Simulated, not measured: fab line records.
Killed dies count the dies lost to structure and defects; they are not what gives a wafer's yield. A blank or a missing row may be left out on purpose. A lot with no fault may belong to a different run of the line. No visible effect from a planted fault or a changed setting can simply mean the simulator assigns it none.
2 desks looking at one fault	flow n5_finfet	every desk sees just its own numbers, and what lay behind them comes last

FOR THE TOOL OWNER'S DESK: cmp-01
The tool's own readings at N5_GATE_CUT_CMP_23 (polishes, stops on SiO2, t overpolish 23.4 s, target thk 16 nm): means of the sampled wafers that have a number, for each lot that ran on this tool. A lot is out of limits, marked OUT, if its mean lies more than 4 standard deviations from the usual mean; the brackets give that distance.
Columns: A = motor_current_A at N5_GATE_CUT_CMP_23, usual 9.1 A; B = overpolish_run_s at N5_GATE_CUT_CMP_23, usual 23.399 s; C = pad_life_wafers at N5_GATE_CUT_CMP_23, usual 1395; D = platen_rpm at N5_GATE_CUT_CMP_23, usual 51.80 rpm; E = time_to_endpoint_s at N5_GATE_CUT_CMP_23, usual 18.5 s
lot	first seen here	A	B	C	D	E
L732	day 6 06:56	9.1	23.399	1326	51.80	20.1
L733	day 6 07:36	10.5	23.391	1334	51.78	17.9
L741	day 8 11:24	10.0	23.390	1747	51.83	13.9
L744	day 9 01:30	10.0	23.404	1832	51.80	14.2
This desk found nothing out of limits on any of the 4 lots.

FROM THE METROLOGY DESK
Means of the sampled wafers that have a number, per lot and without regard to the tool the lot ran on: this is what the gauges read. A lot is out of limits, marked OUT, if its mean lies more than 4 standard deviations from the usual mean; the brackets give that distance. Of its 10 readings 7 are shown: those that lie furthest out on some lot.
Columns: A = DIBL_N at N5_BEOL_M4_RC_MEAS_101, usual 35.8 mV/V; B = DIBL_P at N5_BEOL_M4_RC_MEAS_101, usual 36.0 mV/V; C = IOFF_N at N5_BEOL_M4_RC_MEAS_101, usual 0.153 nA/um; D = IOFF_P at N5_BEOL_M4_RC_MEAS_101, usual 0.21 nA/um; E = ION_N at N5_BEOL_M4_RC_MEAS_101, usual 673 uA/um; F = SS_N at N5_BEOL_M4_RC_MEAS_101, usual 71.4 mV/dec; G = VT_P at N5_BEOL_M4_RC_MEAS_101, usual -250 mV
lot	first seen here	A	B	C	D	E	F	G
L726	day 8 01:25	36.2	37.2	0.171	0.23	682	71.0	-248
L727	day 8 09:25	36.1	36.6	0.147	0.19	673	71.5	-252
L728	day 8 23:57	36.7	38.9	0.174	0.29	683	71.5	-242
L732	day 9 15:37	35.9	36.9	0.168	0.22	680	71.5	-250
L733	day 9 15:46	32.9	32.2	0.108	0.15	653	70.4	-255
L735	day 10 08:57	35.6	36.2	0.152	0.20	682	71.4	-250
L736	day 11 00:27	35.9	37.3	0.174	0.26	674	71.7	-245
L741	day 12 04:37	36.3	37.2	0.161	0.23	675	71.9	-249
L744	day 12 10:37	34.5	33.2	0.117	0.15	660	71.1	-256
This desk found nothing out of limits on any of the 9 lots.

ALL TOGETHER
The desk of the tool owner found nothing out of limits.
Nothing out of limits was seen by the metrology desk.

WHAT HAD BEEN PUT IN BY THE SIMULATOR
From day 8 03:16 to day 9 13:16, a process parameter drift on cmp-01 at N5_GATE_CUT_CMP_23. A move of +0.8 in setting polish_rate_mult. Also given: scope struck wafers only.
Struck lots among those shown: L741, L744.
